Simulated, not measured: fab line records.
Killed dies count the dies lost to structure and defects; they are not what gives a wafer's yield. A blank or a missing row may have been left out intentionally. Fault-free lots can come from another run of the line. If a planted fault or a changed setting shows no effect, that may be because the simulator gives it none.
The tool behind it: which one? | flow n5-finfet | Sampling: 24 lots, 72 wafers, 6 of 1938 route steps

## WHAT THE GAUGES READ, wafer by wafer
N5_BEOL_M1_OVL_MEAS_29. Usual: V0_OVL 0.3 nm, standard deviation 0.69.
lot  | measured     | on         | V0_OVL (nm)    | flag
L074 | day 6 04:01  | overlay-01 | -0.2 -0.5 0.7  |
L075 | day 6 16:37  | overlay-02 | 1.4 1.1 1.2    |
L076 | day 6 23:27  | overlay-02 | -0.2 0.3 -0.3  |
L077 | day 6 23:31  | overlay-02 | 1.1 -0.1 0.4   |
L078 | day 7 00:05  | overlay-02 | 0.5 0.5 0.2    |
L079 | day 7 10:11  | overlay-02 | 1.2 0.2 0.3    |
L080 | day 7 22:34  | overlay-02 | 0.5 0.8 0.0    |
L081 | day 7 22:49  | overlay-02 | -0.2 0.0 0.5   |
L082 | day 8 05:40  | overlay-02 | 0.2 0.7 1.9    |
L083 | day 8 05:56  | overlay-02 | -0.7 -1.8 0.6  |
L084 | day 8 22:04  | overlay-02 | 1.1 0.5 1.0    |
L085 | day 9 03:31  | overlay-01 | 0.9 0.5 0.9    |
L086 | day 9 06:28  | overlay-01 | -0.6 0.6 -0.3  |
L088 | day 9 14:57  | overlay-01 | 0.6 -0.5 0.4   |
L087 | day 9 16:31  | overlay-01 | -0.2 -0.5 -0.7 |
L089 | day 10 03:04 | overlay-01 | 2.0 0.9 0.6    |
L090 | day 10 03:36 | overlay-01 | 0.9 0.5 1.0    |
L092 | day 10 10:40 | overlay-01 | 0.1 0.5 0.2    |
L091 | day 10 10:46 | overlay-01 | -0.1 -0.1 0.3  |
L093 | day 10 22:30 | overlay-02 | 1.6 1.7 1.4    |
L094 | day 11 01:26 | overlay-01 | -0.4 -0.8 -0.6 |
L095 | day 11 08:38 | overlay-02 | 0.3 0.2 -0.9   |
L096 | day 11 18:25 | overlay-02 | 1.4 0.1 0.4    |
L097 | day 11 23:51 | overlay-02 | 0.4 0.1 0.5    |

N5_BEOL_M1_INSPECT_59: inspects for defects (darkfield). Usual: raw-defect-count 65, standard deviation 20.
lot  | measured     | on                | raw-defect-count | flag
L074 | day 6 12:01  | defect-inspect-02 | 71 91 63         |
L075 | day 6 22:11  | defect-inspect-02 | 81 69 56         |
L076 | day 7 11:04  | defect-inspect-01 | 36 67 72         |
L077 | day 7 13:57  | defect-inspect-02 | 83 99 63         |
L078 | day 7 15:50  | defect-inspect-01 | 75 53 49         |
L079 | day 7 20:41  | defect-inspect-01 | 84 51 26         |
L080 | day 8 05:02  | defect-inspect-01 | 28 32 30         |
L081 | day 8 04:26  | defect-inspect-02 | 34 63 50         |
L082 | day 8 14:30  | defect-inspect-01 | 58 99 65         |
L083 | day 8 18:30  | defect-inspect-01 | 44 40 69         |
L084 | day 9 03:07  | defect-inspect-02 | 79 67 84         |
L085 | day 9 13:37  | defect-inspect-01 | 56 57 79         |
L086 | day 9 13:34  | defect-inspect-01 | 28 61 44         |
L088 | day 9 23:33  | defect-inspect-02 | 68 75 48         |
L087 | day 10 10:52 | defect-inspect-01 | 66 53 100        |
L089 | day 10 13:55 | defect-inspect-01 | 66 39 74         |
L090 | day 10 14:19 | defect-inspect-01 | 48 59 79         |
L092 | day 10 16:35 | defect-inspect-02 | 74 88 120        |
L091 | day 10 18:38 | defect-inspect-02 | 88 72 38         |
L093 | day 11 04:56 | defect-inspect-02 | 69 88 104        |
L094 | day 11 07:32 | defect-inspect-02 | 65 64 59         |
L095 | day 11 17:52 | defect-inspect-02 | 67 58 50         |
L096 | day 12 04:52 | defect-inspect-02 | 79 80 84         |
L097 | day 12 06:26 | defect-inspect-02 | 71 93 50         |

## TOOL THAT RAN EACH LOT (tool first, then ch and the chambers of the sampled wafers, then the start)
lot  | N5_BEOL_M1_DESCUM_33               | N5_BEOL_M1_SPUTTER_48        | N5_BEOL_M1_CO_CAP_55             | N5_BEOL_M1_DEP_57
L074 | rie-diel-03 ch 0,1,3, day 6 04:07  | pvd-sputter-01, day 6 09:04  | cvd-co-02 ch 0,2, day 6 11:46    | pecvd-03 ch 0,1,2, day 6 11:55
L075 | rie-diel-04 ch 1,3, day 6 16:43    | pvd-sputter-01, day 6 19:21  | cvd-co-02 ch 0,1, day 6 21:59    | pecvd-01 ch 0,1,2, day 6 22:05
L076 | rie-diel-03 ch 1,2,3, day 6 23:32  | pvd-sputter-01, day 7 08:11  | cvd-co-02 ch 0,2, day 7 10:52    | pecvd-01 ch 0,1,2, day 7 10:59
L077 | rie-diel-02 ch 0,3, day 6 23:37    | pvd-sputter-02, day 7 11:07  | cvd-co-01 ch 1,2, day 7 13:44    | pecvd-03 ch 0,2, day 7 13:51
L078 | rie-diel-04 ch 0,3, day 7 00:10    | pvd-sputter-02, day 7 12:59  | cvd-co-02 ch 1,2, day 7 15:37    | pecvd-01 ch 1,2, day 7 15:44
L079 | rie-diel-03 ch 0,1, day 7 10:17    | pvd-sputter-01, day 7 17:49  | cvd-co-01 ch 1,2, day 7 20:29    | pecvd-04 ch 0,2, day 7 20:36
L080 | rie-diel-04 ch 2,3, day 7 22:40    | pvd-sputter-01, day 8 01:52  | cvd-co-01 ch 0,1, day 8 04:50    | pecvd-04 ch 0,2, day 8 04:56
L081 | rie-diel-04 ch 1,2,3, day 7 22:55  | pvd-sputter-02, day 8 01:28  | cvd-co-01 ch 0,1, day 8 04:13    | pecvd-01 ch 1,2, day 8 04:20
L082 | rie-diel-03 ch 2,3, day 8 05:46    | pvd-sputter-02, day 8 11:40  | cvd-co-01 ch 0,1, day 8 14:17    | pecvd-03 ch 0,1, day 8 14:24
L083 | rie-diel-04 ch 0,1, day 8 06:01    | pvd-sputter-01, day 8 15:40  | cvd-co-01 ch 0,2, day 8 18:17    | pecvd-04 ch 0,1, day 8 18:25
L084 | rie-diel-04 ch 1,2, day 8 22:10    | pvd-sputter-02, day 9 00:17  | cvd-co-01 ch 1,2, day 9 02:54    | pecvd-04 ch 0,1,2, day 9 03:01
L085 | rie-diel-04 ch 1,2,3, day 9 03:35  | pvd-sputter-03, day 9 10:46  | cvd-co-02 ch 0,2, day 9 13:23    | pecvd-03 ch 0,1, day 9 13:31
L086 | rie-diel-03 ch 0,1,2, day 9 06:34  | pvd-sputter-02, day 9 10:44  | cvd-co-01 ch 1,2, day 9 13:22    | pecvd-04 ch 0,2, day 9 13:29
L088 | rie-diel-02 ch 0,2,3, day 9 15:02  | pvd-sputter-01, day 9 20:23  | cvd-co-01 ch 0,1,2, day 9 23:20  | pecvd-04 ch 0,1,2, day 9 23:28
L087 | rie-diel-03 ch 0,1,2, day 9 16:35  | pvd-sputter-02, day 10 08:01 | cvd-co-01 ch 0,2, day 10 10:39   | pecvd-04 ch 0,1,2, day 10 10:46
L089 | rie-diel-03 ch 1,2,3, day 10 03:10 | pvd-sputter-01, day 10 11:05 | cvd-co-02 ch 0,1,2, day 10 13:43 | pecvd-01 ch 0,1,2, day 10 13:50
L090 | rie-diel-02 ch 0,1,3, day 10 03:42 | pvd-sputter-03, day 10 11:17 | cvd-co-01 ch 1,2, day 10 14:05   | pecvd-03 ch 0,1, day 10 14:13
L092 | rie-diel-03 ch 1,3, day 10 10:45   | pvd-sputter-03, day 10 13:45 | cvd-co-02 ch 0,2, day 10 16:23   | pecvd-01 ch 1,2, day 10 16:29
L091 | rie-diel-02 ch 0,1, day 10 10:52   | pvd-sputter-02, day 10 15:47 | cvd-co-02 ch 0,1,2, day 10 18:25 | pecvd-01 ch 1,2, day 10 18:32
L093 | rie-diel-02 ch 2,3, day 10 22:35   | pvd-sputter-01, day 11 01:47 | cvd-co-02 ch 0,1, day 11 04:43   | pecvd-03 ch 1,2, day 11 04:50
L094 | rie-diel-02 ch 0,1,2, day 11 01:31 | pvd-sputter-01, day 11 04:42 | cvd-co-02 ch 0,1,2, day 11 07:19 | pecvd-04 ch 0,1, day 11 07:26
L095 | rie-diel-04 ch 1,2,3, day 11 08:44 | pvd-sputter-03, day 11 14:49 | cvd-co-01 ch 0,1,2, day 11 17:39 | pecvd-04 ch 1,2, day 11 17:46
L096 | rie-diel-03 ch 1,2, day 11 18:29   | pvd-sputter-02, day 12 01:44 | cvd-co-01 ch 0,1,2, day 12 04:40 | pecvd-01 ch 0,1,2, day 12 04:47
L097 | rie-diel-02 ch 0,1,3, day 11 23:56 | pvd-sputter-01, day 12 03:36 | cvd-co-02 ch 0,1,2, day 12 06:14 | pecvd-03 ch 0,1,2, day 12 06:20
- N5_BEOL_M1_DESCUM_33: chemistry O2, time 7 s.
- N5_BEOL_M1_SPUTTER_48: material Cu, target thk 4.5 nm, time 8.29 s.
- N5_BEOL_M1_CO_CAP_55: material Co, precursor CCTBA/H2, target thk 2 nm, time 102.1 s.
- N5_BEOL_M1_DEP_57: deposits SiCN from 3MS/NH3, target thk 8 nm, time 14 s.

## AS READ BY THE TOOLS THEMSELVES (means over the sampled wafers that have a number; for cases with no such wafer, the mark the record gives instead)
N5_BEOL_M1_DESCUM_33. Usual: drypump-motor-current-A 5.9 A, standard deviation 0.49; oes-product-au 0.74 a.u., standard deviation 0.061; rf-vpp-V 243.0 V, standard deviation 1.6; showerhead-plenum-p-Torr 2.08 Torr, standard deviation 0.086; throttle-valve-pct 20.45 %, standard deviation 0.16.
lot  | tool        | drypump-motor-current-A (A) | oes-product-au (a.u.) | rf-vpp-V (V) | showerhead-plenum-p-Torr (Torr) | throttle-valve-pct (%) | flag
L074 | rie-diel-03 | 5.9                         | 0.72                  | 241.6        | 2.03                            | 20.57                  |
L075 | rie-diel-04 | 6.0                         | 0.73                  | 244.8        | 2.18                            | 20.44                  |
L076 | rie-diel-03 | 5.7                         | 0.73                  | 243.3        | 2.06                            | 20.51                  |
L077 | rie-diel-02 | 5.6                         | 0.77                  | 244.6        | 2.20                            | 20.46                  |
L078 | rie-diel-04 | 6.2                         | 0.73                  | 242.1        | 2.04                            | 20.54                  |
L079 | rie-diel-03 | 6.1                         | 0.71                  | 241.6        | 2.01                            | 20.52                  |
L080 | rie-diel-04 | 5.6                         | 0.74                  | 243.6        | 2.12                            | 20.41                  |
L081 | rie-diel-04 | 5.8                         | 0.73                  | 244.0        | 2.15                            | 20.43                  |
L082 | rie-diel-03 | 5.3                         | 0.72                  | 241.7        | 2.03                            | 20.49                  |
L083 | rie-diel-04 | 6.1                         | 0.72                  | 244.3        | 2.10                            | 20.46                  |
L084 | rie-diel-04 | 5.6                         | 0.74                  | 244.8        | 2.12                            | 20.39                  |
L085 | rie-diel-04 | 5.8                         | 0.72                  | 243.7        | 2.15                            | 20.44                  |
L086 | rie-diel-03 | 5.9                         | 0.70                  | 243.1        | 2.05                            | 20.47                  |
L088 | rie-diel-02 | 5.9                         | 0.84                  | 243.7        | 2.15                            | 20.35                  |
L087 | rie-diel-03 | 5.9                         | 0.70                  | 242.5        | 2.04                            | 20.48                  |
L089 | rie-diel-03 | 5.7                         | 0.71                  | 242.4        | 2.05                            | 20.54                  |
L090 | rie-diel-02 | 6.0                         | 0.82                  | 244.3        | 2.12                            | 20.36                  |
L092 | rie-diel-03 | 5.7                         | 0.72                  | 242.2        | 2.03                            | 20.68                  |
L091 | rie-diel-02 | 5.4                         | 0.77                  | 244.4        | 2.13                            | 20.34                  |
L093 | rie-diel-02 | 6.3                         | 0.79                  | 242.8        | 2.10                            | 20.33                  |
L094 | rie-diel-02 | 5.8                         | 0.74                  | 242.5        | 2.09                            | 20.31                  |
L095 | rie-diel-04 | 5.8                         | 0.71                  | 244.6        | 2.14                            | 20.47                  |
L096 | rie-diel-03 | 5.7                         | 0.70                  | 242.9        | 2.08                            | 20.43                  |
L097 | rie-diel-02 | 6.0                         | 0.80                  | 242.9        | 2.12                            | 20.39                  |

N5_BEOL_M1_SPUTTER_48. Usual: throttle-valve-pct 30.1 %, standard deviation 1.2.
lot  | tool           | throttle-valve-pct (%) | flag
L074 | pvd-sputter-01 | 29.1                   |
L075 | pvd-sputter-01 | 29.6                   |
L076 | pvd-sputter-01 | 29.1                   |
L077 | pvd-sputter-02 | 31.0                   |
L078 | pvd-sputter-02 | 30.9                   |
L079 | pvd-sputter-01 | 30.2                   |
L080 | pvd-sputter-01 | 29.5                   |
L081 | pvd-sputter-02 | 30.9                   |
L082 | pvd-sputter-02 | 30.9                   |
L083 | pvd-sputter-01 | 30.4                   |
L084 | pvd-sputter-02 | 30.9                   |
L085 | pvd-sputter-03 | 29.2                   |
L086 | pvd-sputter-02 | 30.8                   |
L088 | pvd-sputter-01 | 29.2                   |
L087 | pvd-sputter-02 | 30.9                   |
L089 | pvd-sputter-01 | 29.9                   |
L090 | pvd-sputter-03 | 29.3                   |
L092 | pvd-sputter-03 | 29.4                   |
L091 | pvd-sputter-02 | 30.9                   |
L093 | pvd-sputter-01 | 29.1                   |
L094 | pvd-sputter-01 | 30.1                   |
L095 | pvd-sputter-03 | 29.1                   |
L096 | pvd-sputter-02 | 30.9                   |
L097 | pvd-sputter-01 | 29.9                   |

N5_BEOL_M1_CO_CAP_55. Usual: heater-power-w 232 W, standard deviation 15.
lot  | tool      | heater-power-w (W) | flag
L074 | cvd-co-02 | 235                |
L075 | cvd-co-02 | 220                |
L076 | cvd-co-02 | 226                |
L077 | cvd-co-01 | 247                |
L078 | cvd-co-02 | 235                |
L079 | cvd-co-01 | 247                |
L080 | cvd-co-01 | 223                |
L081 | cvd-co-01 | 228                |
L082 | cvd-co-01 | 222                |
L083 | cvd-co-01 | 222                |
L084 | cvd-co-01 | 247                |
L085 | cvd-co-02 | 237                |
L086 | cvd-co-01 | 251                |
L088 | cvd-co-01 | 235                |
L087 | cvd-co-01 | 225                |
L089 | cvd-co-02 | 229                |
L090 | cvd-co-01 | 246                |
L092 | cvd-co-02 | 230                |
L091 | cvd-co-02 | 228                |
L093 | cvd-co-02 | 225                |
L094 | cvd-co-02 | 227                |
L095 | cvd-co-01 | 239                |
L096 | cvd-co-01 | 232                |
L097 | cvd-co-02 | 227                |

N5_BEOL_M1_DEP_57. Usual: showerhead-plenum-p-Torr 3.671 Torr, standard deviation 0.016; throttle-valve-pct 9.0 %, standard deviation 0.53.
lot  | tool     | showerhead-plenum-p-Torr (Torr) | throttle-valve-pct (%) | flag
L074 | pecvd-03 | 3.685                           | 9.2                    |
L075 | pecvd-01 | 3.670                           | 8.9                    |
L076 | pecvd-01 | 3.658                           | 8.9                    |
L077 | pecvd-03 | 3.670                           | 9.1                    |
L078 | pecvd-01 | 3.660                           | 8.5                    |
L079 | pecvd-04 | 3.656                           | 8.7                    |
L080 | pecvd-04 | 3.658                           | 9.0                    |
L081 | pecvd-01 | 3.673                           | 8.9                    |
L082 | pecvd-03 | 3.693                           | 9.5                    |
L083 | pecvd-04 | 3.681                           | 9.0                    |
L084 | pecvd-04 | 3.668                           | 8.9                    |
L085 | pecvd-03 | 3.691                           | 9.5                    |
L086 | pecvd-04 | 3.662                           | 8.7                    |
L088 | pecvd-04 | 3.664                           | 8.9                    |
L087 | pecvd-04 | 3.661                           | 9.0                    |
L089 | pecvd-01 | 3.663                           | 9.1                    |
L090 | pecvd-03 | 3.693                           | 9.4                    |
L092 | pecvd-01 | 3.675                           | 8.7                    |
L091 | pecvd-01 | 3.669                           | 8.5                    |
L093 | pecvd-03 | 3.677                           | 9.3                    |
L094 | pecvd-04 | 3.673                           | 9.0                    |
L095 | pecvd-04 | 3.673                           | 9.0                    |
L096 | pecvd-01 | 3.667                           | 9.0                    |
L097 | pecvd-03 | 3.682                           | 9.2                    |

## THE ANSWER, worked out from the rows above alone
Rule: a lot counts as off when the mean over its wafers that have a number is more than 3 standard deviations away from the usual mean. Also off: a lot with no number at a reading for which 4 or more lots have one. All remaining lots with rows at the step are treated as sound. After the gauges, taken in route order, come the tools' own readings; for these a lot's mean is taken, as printed above. At the first step where some lot is off, the reading lying furthest off is the one used; lots without a number count as furthest.
Nothing can be told from this: no lot is off at any reading shown.

## WHAT THE SIMULATOR PUT IN
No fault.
